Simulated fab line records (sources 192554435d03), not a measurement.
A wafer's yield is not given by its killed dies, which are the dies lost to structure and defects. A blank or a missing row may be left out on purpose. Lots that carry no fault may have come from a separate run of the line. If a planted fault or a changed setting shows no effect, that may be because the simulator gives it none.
Chamber matching -- flow n5_finfet -- cvd_co-01 running N5_BEOL_M5_CO_CAP_78: 3 sister chambers
The step material Co, precursor CCTBA/H2, target thk 2 nm, time 102.1 s. 24 wafers are shown with their chamber, then 12 later ones without.

WAFERS WITH THEIR CHAMBER
wafer,chamber,heater_power_w (W),heater_power_outer_w (W),susceptor_temp_C (C)
L074.1,2,233,129,199.86
L074.2,0,216,112,200.23
L074.3,1,244,123,200.27
L077.3,0,211,111,199.80
L077.5,2,232,125,200.11
L077.6,0,213,111,199.86
L076.3,2,232,126,200.09
L076.4,2,235,125,200.23
L076.5,1,243,124,199.93
L078.2,2,231,125,200.00
L078.3,0,210,111,199.83
L078.4,2,230,128,199.79
L079.1,1,242,125,199.97
L079.3,2,238,127,199.65
L079.4,2,231,125,199.90
L082.1,1,245,124,200.04
L082.4,0,213,112,199.86
L082.5,2,235,123,199.91
L087.1,0,211,111,199.98
L087.3,1,237,122,200.06
L087.6,2,236,125,200.10
L092.2,0,208,107,200.20
L092.3,2,237,125,200.10
L092.4,1,244,123,199.99

SIGNATURES (means of the wafers above)
reading,chamber 0,chamber 1,chamber 2,scatter within a chamber
heater_power_w,211.71,242.50,233.64,2.7
heater_power_outer_w,110.71,123.50,125.73,1.56
susceptor_temp_C,199.9657,200.0433,199.9764,0.163
Rule: distance of a wafer from a chamber = root of the sum over the readings of ((wafer's reading minus chamber's mean) / reading's scatter) squared. The wafer belongs to the nearest chamber; if the next one is less than 2 further off, it can't be placed. The scatter is the square root of a quotient: the sum, over the shown wafers, of each reading's squared deviation from its chamber's mean, divided by wafers minus chambers.

WAFERS MISSING THEIR CHAMBER
wafer,heater_power_w (W),heater_power_outer_w (W),susceptor_temp_C (C)
L089.1,241,122,200.01
L089.2,214,110,200.15
L089.4,211,111,199.96
L091.2,233,125,199.88
L091.3,249,123,200.32
L091.5,237,121,200.09
L096.3,233,127,199.91
L096.5,207,112,199.82
L096.6,235,125,200.04
L097.1,242,126,199.85
L097.3,215,111,199.91
L097.5,214,110,199.89

CHAMBER TAKEN BY EACH
wafer,from the rows above,in truth
L089.1,1,1
L089.2,0,0
L089.4,0,0
L091.2,2,2
L091.3,1,1
L091.5,can't be placed: 1 or 2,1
L096.3,2,2
L096.5,0,0
L096.6,2,2
L097.1,can't be placed: 1 or 2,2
L097.3,0,0
L097.5,0,0
Correctly placed: 10 of 12. Unplaceable from these rows: 2, with the true chamber sitting among the candidates in 2. 0 placed wrongly.
